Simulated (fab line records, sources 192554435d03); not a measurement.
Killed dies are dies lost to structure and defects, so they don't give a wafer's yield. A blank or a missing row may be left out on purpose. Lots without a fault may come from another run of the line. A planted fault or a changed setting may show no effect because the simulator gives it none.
Which tool did it? | flow n5_finfet | 9 lots, 27 wafers sampled, at 2 steps of a route of 1938

WHAT THE GAUGES READ, wafer by wafer
N5_FIN_SAQP_CD_MEAS_16: target cd 35.6 nm.
lot  | measured    | on        | cd_nm (nm)
L459 | day 2 03:54 | cd_sem-02 | 35.21 35.95 35.43
L462 | day 2 22:07 | cd_sem-01 | 37.51 37.26 37.53
L464 | day 3 10:01 | cd_sem-02 | 37.52 38.03 37.28
L471 | day 5 05:58 | cd_sem-02 | 35.52 36.03 36.09
L474 | day 5 22:13 | cd_sem-02 | 35.18 35.40 36.21
L475 | day 6 04:20 | cd_sem-03 | 35.66 35.22 35.56
L476 | day 6 10:20 | cd_sem-01 | 35.82 35.99 35.94
L477 | day 6 15:48 | cd_sem-01 | 35.60 35.82 35.74
L478 | day 6 22:02 | cd_sem-01 | 35.11 35.32 35.20

WHICH TOOL RAN EACH LOT (tool, then ch and the chambers of the sampled wafers, then the start)
lot  | N5_FIN_SAQP_PEB_14
L459 | litho_track-02 ch 0, day 2 03:50
L462 | litho_track-02 ch 0, day 2 22:03
L464 | litho_track-02 ch 0, day 3 09:56
L471 | litho_track-01 ch 0, day 5 05:53
L474 | litho_track-02 ch 0, day 5 22:08
L475 | litho_track-04 ch 0, day 6 04:16
L476 | litho_track-02 ch 0, day 6 10:16
L477 | litho_track-02 ch 0, day 6 15:44
L478 | litho_track-02 ch 0, day 6 21:58
- N5_FIN_SAQP_PEB_14: peb time 60 s.

THE ANSWER, worked out from the rows above alone
Rule: what is usual is taken from the lots themselves. Put in order of their means at a reading, lots are off if they are a third of the lots or fewer, leave a main group of 4 or more, and stand apart from it by a gap of 3 or more times the standard deviation of the main group's means; of several such gaps the widest counts. A main group whose means are all the same, to the digits that the tables above print for the reading, isn't used. A lot without any number at a reading at which 4 lots or more have one is off too. The other lots that the step has rows for count as sound.
Off: L462, L464, at N5_FIN_SAQP_CD_MEAS_16 (cd_nm). The main group: mean 35.62 nm, standard deviation 0.23.
A tool fits if, at a process step before that reading, it ran every lot that is off, and no sound lot after the first of them. The gauges at N5_FIN_SAQP_CD_MEAS_16 are tried like those tools. None of those tried fits.

WHAT THE SIMULATOR HAD PUT IN
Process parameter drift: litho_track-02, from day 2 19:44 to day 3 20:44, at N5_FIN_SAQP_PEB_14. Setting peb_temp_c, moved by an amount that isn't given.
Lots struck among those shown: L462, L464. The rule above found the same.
